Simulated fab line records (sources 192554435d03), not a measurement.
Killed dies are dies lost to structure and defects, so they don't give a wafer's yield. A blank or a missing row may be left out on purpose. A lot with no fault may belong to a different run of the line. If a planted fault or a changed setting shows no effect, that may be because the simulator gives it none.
Chamber matching + flow n5_finfet + rie_diel-06 running N5_BEOL_M7_VIA_ETCH_34: 4 sister chambers
The step etches SiCOH lowk in C4F6/O2, target depth 125.5 nm, time 50.5 s. 22 wafers are shown with their chamber, then 11 later ones without.

EACH WAFER AND ITS CHAMBER
| wafer  | chamber | drypump_motor_current_A (A) | throttle_valve_pct (%) | showerhead_plenum_p_Torr (Torr) |
|--------|---------|-----------------------------|------------------------|---------------------------------|
| L074.1 | 1       | 5.6                         | 21.25                  | 2.92                            |
| L074.3 | 0       | 5.2                         | 20.75                  | 2.81                            |
| L074.5 | 2       | 6.4                         | 20.73                  | 2.73                            |
| L076.1 | 3       | 5.5                         | 21.26                  | 2.83                            |
| L076.2 | 0       | 5.2                         | 20.77                  | 2.81                            |
| L076.4 | 2       | 6.4                         | 20.72                  | 2.73                            |
| L077.2 | 0       | 5.2                         | 20.77                  | 2.81                            |
| L077.5 | 0       | 5.2                         | 20.76                  | 2.81                            |
| L077.6 | 1       | 5.6                         | 21.25                  | 2.92                            |
| L078.1 | 1       | 5.6                         | 21.25                  | 2.92                            |
| L078.4 | 3       | 5.5                         | 21.26                  | 2.83                            |
| L078.6 | 0       | 5.2                         | 20.78                  | 2.80                            |
| L080.1 | 0       | 5.2                         | 20.77                  | 2.80                            |
| L080.3 | 1       | 5.6                         | 21.26                  | 2.92                            |
| L080.5 | 1       | 5.6                         | 21.28                  | 2.92                            |
| L081.2 | 2       | 6.4                         | 20.72                  | 2.73                            |
| L081.5 | 0       | 5.2                         | 20.79                  | 2.80                            |
| L081.6 | 1       | 5.6                         | 21.26                  | 2.92                            |
| L086.2 | 3       | 5.5                         | 21.29                  | 2.82                            |
| L086.3 | 1       | 5.6                         | 21.30                  | 2.91                            |
| L086.4 | 2       | 6.5                         | 20.76                  | 2.72                            |
| L083.3 | 1       | 5.6                         | 21.29                  | 2.91                            |

SIGNATURES (averages over the wafers above)
| reading                  | chamber 0 | chamber 1 | chamber 2 | chamber 3 | scatter within a chamber |
|--------------------------|-----------|-----------|-----------|-----------|--------------------------|
| drypump_motor_current_A  | 5.200     | 5.600     | 6.425     | 5.500     | 0.0204                   |
| throttle_valve_pct       | 20.7700   | 21.2675   | 20.7325   | 21.2700   | 0.0174                   |
| showerhead_plenum_p_Torr | 2.8057    | 2.9175    | 2.7275    | 2.8267    | 0.00507                  |
Rule: a wafer's distance from a chamber is the root of the sum, over the readings, of the square of ((its reading less the chamber's mean) divided by the reading's scatter). If the next closest chamber is less than 2 further off than the closest, the wafer can't be placed; otherwise it belongs to the closest. How the scatter is found: for the shown wafers, subtract from each reading the mean of its chamber, square and add these, divide the total by (wafers less chambers), then take the root.

WAFERS MISSING THEIR CHAMBER
| wafer  | drypump_motor_current_A (A) | throttle_valve_pct (%) | showerhead_plenum_p_Torr (Torr) |
|--------|-----------------------------|------------------------|---------------------------------|
| L083.4 | 5.2                         | 20.80                  | 2.79                            |
| L083.5 | 5.2                         | 20.81                  | 2.79                            |
| L090.2 | 6.5                         | 20.76                  | 2.72                            |
| L090.3 | 5.5                         | 21.28                  | 2.82                            |
| L090.6 | 5.6                         | 21.33                  | 2.91                            |
| L094.1 | 6.4                         | 20.79                  | 2.71                            |
| L094.2 | 5.4                         | 21.31                  | 2.82                            |
| L094.3 | 5.2                         | 20.83                  | 2.79                            |
| L095.4 | 6.4                         | 20.78                  | 2.71                            |
| L095.5 | 5.5                         | 21.31                  | 2.82                            |
| L095.6 | 5.2                         | 20.83                  | 2.79                            |

WHICH CHAMBER EACH ONE RAN IN
| wafer  | from the rows above | in truth |
|--------|---------------------|----------|
| L083.4 | 0                   | 0        |
| L083.5 | 0                   | 0        |
| L090.2 | 2                   | 2        |
| L090.3 | 3                   | 3        |
| L090.6 | 1                   | 1        |
| L094.1 | 2                   | 2        |
| L094.2 | 3                   | 3        |
| L094.3 | 0                   | 0        |
| L095.4 | 2                   | 2        |
| L095.5 | 3                   | 3        |
| L095.6 | 0                   | 0        |
Correct placement for 11 of the 11. Can't be placed from these rows: 0. Wrongly placed: 0.
